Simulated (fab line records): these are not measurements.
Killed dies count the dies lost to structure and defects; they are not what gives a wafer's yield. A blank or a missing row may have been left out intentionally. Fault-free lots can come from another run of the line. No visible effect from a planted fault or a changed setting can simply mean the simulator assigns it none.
8D (eight disciplines) problem report, filled in by code    flow n5 finfet    the parts of the form that need people (team, actions taken, sign-off) are left out

1. WHAT IS WRONG
Wafers without a fault read 28.9 s, standard deviation 0.68; barrier field endpoint s at N5_BEOL_M10_CMP_52 reads a mean of 15.9 s on 2 wafers belonging to 2 lots. That puts it -19 standard deviations away from the usual mean.
The step: polishes, stops on SiCOH lowk, t overpolish 7 s, target thk 140 nm.
First seen on wafer L760.2, day 11 20:52, on cmp-01. The record has a number at this step for 35 wafers belonging to 12 lots. Rule for "out", or "out of limits": more than 4 standard deviations from the usual mean. Any other wafer with a number is counted as sound.

2. WHAT IT IS AND WHAT IT IS NOT
question                     is                                            is not
which readings at this step  barrier field endpoint s, time to endpoint s  motor current A, overpolish run s
which lots                   L760, L761                                    L755, L756, L763, L767, L768, L769, L771, L773, L776, L777
which wafers of those lots   L760.2, L761.4                                L760.5, L760.6, L761.1, L761.3
read on which tools          cmp-01                                        cmp-02, cmp-03
when                         from day 11 20:52                             up to then (8 sound wafers); but 25 sound wafers of L761, L763, L767, L768, L769, L771, L773, L776, L777 came after

3. THE SUSPECTS, EACH WITH WHAT RULES IT OUT
Counting: if a tool at a process step up to the reading ran every lot that is out, it stays a suspect. Sound lots after the first of them don't rule it out here, since some wafers of a struck lot are sound.
- cmp-01 at N5_BEOL_M10_CMP_52 (polishes, stops on SiCOH lowk, t overpolish 7 s, target thk 140 nm): kept. It ran every lot that is out, first L760 (day 11 20:52); its last sound lot up to then is L756 (day 10 22:58). Out on those wafers are its own readings of barrier field endpoint s, time to endpoint s.
After counting, what remains is cmp-01 at N5_BEOL_M10_CMP_52.

4. THE CAUSE (what the simulator had put in)
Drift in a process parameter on cmp-01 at N5_BEOL_M10_CMP_52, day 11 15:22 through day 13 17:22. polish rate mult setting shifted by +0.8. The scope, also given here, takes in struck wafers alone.
Only this tool survived the counting.

5. THE CHAIN OF EFFECTS, in route order
Each row: a reading whose mean over the struck wafers that have a number lies more than 3 standard deviations from the usual. Scope: only readings with a usual standard deviation given in the record; hours: median across lots of the time from each lot's start at the first step in this table that gives one to its start at this step; sigmas: change in usual standard deviations.
hours  step                reading                   usual   on struck wafers  change  sigmas
0      N5_BEOL_M10_CMP_52  barrier field endpoint s  28.9 s  15.9              -13.0   -19
0      N5_BEOL_M10_CMP_52  time to endpoint s        65.0 s  35.2              -29.8   -10
The process steps in it:
- N5_BEOL_M10_CMP_52: polishes, stops on SiCOH lowk, t overpolish 7 s, target thk 140 nm.

6. WHAT WOULD HAVE CAUGHT IT SOONER
In this record the first reading out of limits was taken at day 11 20:52, 6 hours after the fault began at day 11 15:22.
